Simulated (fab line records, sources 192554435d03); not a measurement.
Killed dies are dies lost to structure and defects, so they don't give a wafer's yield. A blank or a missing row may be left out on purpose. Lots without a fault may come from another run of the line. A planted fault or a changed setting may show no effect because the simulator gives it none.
Chamber matching | flow n5_finfet | N5_GATE_CUT_HM_DEP_46 on pecvd-02: 3 sister chambers
The step deposits SiO2 from TEOS/O2, target thk 130 nm, time 26.6 s. 3 wafers are shown with their chamber, then 12 later ones without.

WAFERS WITH THEIR CHAMBER
wafer  | chamber | throttle_valve_pct (%)
L090.1 | 2       | 17.7
L090.2 | 0       | 17.9
L090.3 | 1       | 19.0

WAFERS WITHOUT THEIR CHAMBER
wafer  | throttle_valve_pct (%)
L090.4 | 18.7
L090.5 | 18.1
L090.6 | 17.4
L092.3 | 18.9
L092.4 | 18.7
L092.6 | 17.4
L093.1 | 17.9
L093.2 | 17.7
L093.3 | 18.6
L093.4 | 18.3
L093.5 | 18.6
L093.6 | 17.4

WHICH CHAMBER EACH WENT THROUGH
wafer  | from the rows above          | in truth
L090.4 | can't be placed: 1 or 0      | 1
L090.5 | can't be placed: 0 or 2      | 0
L090.6 | can't be placed: 2 or 0      | 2
L092.3 | 1                            | 1
L092.4 | can't be placed: 1 or 0      | 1
L092.6 | can't be placed: 2 or 0      | 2
L093.1 | can't be placed: 0 or 2      | 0
L093.2 | can't be placed: 2 or 0      | 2
L093.3 | can't be placed: 1 or 0 or 2 | 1
L093.4 | can't be placed: 0 or 2 or 1 | 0
L093.5 | can't be placed: 1 or 0 or 2 | 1
L093.6 | can't be placed: 2 or 0      | 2
Placed correctly: 1 of 12. Can't be placed from these rows: 11 (the true chamber is among the candidates in 11). Placed wrongly: 0.
How it was worked out, from the rows above alone: a wafer's distance from a chamber is the root of the sum, over the readings, of the square of ((its reading less the chamber's mean) divided by the reading's scatter). The wafer belongs to the nearest chamber; if the next one is less than 2 further off, it can't be placed. A chamber's mean is the mean of its shown wafers. The scatter: with one shown wafer a chamber, the root of the mean of the squares of how far each hidden wafer lies from its nearest shown one.
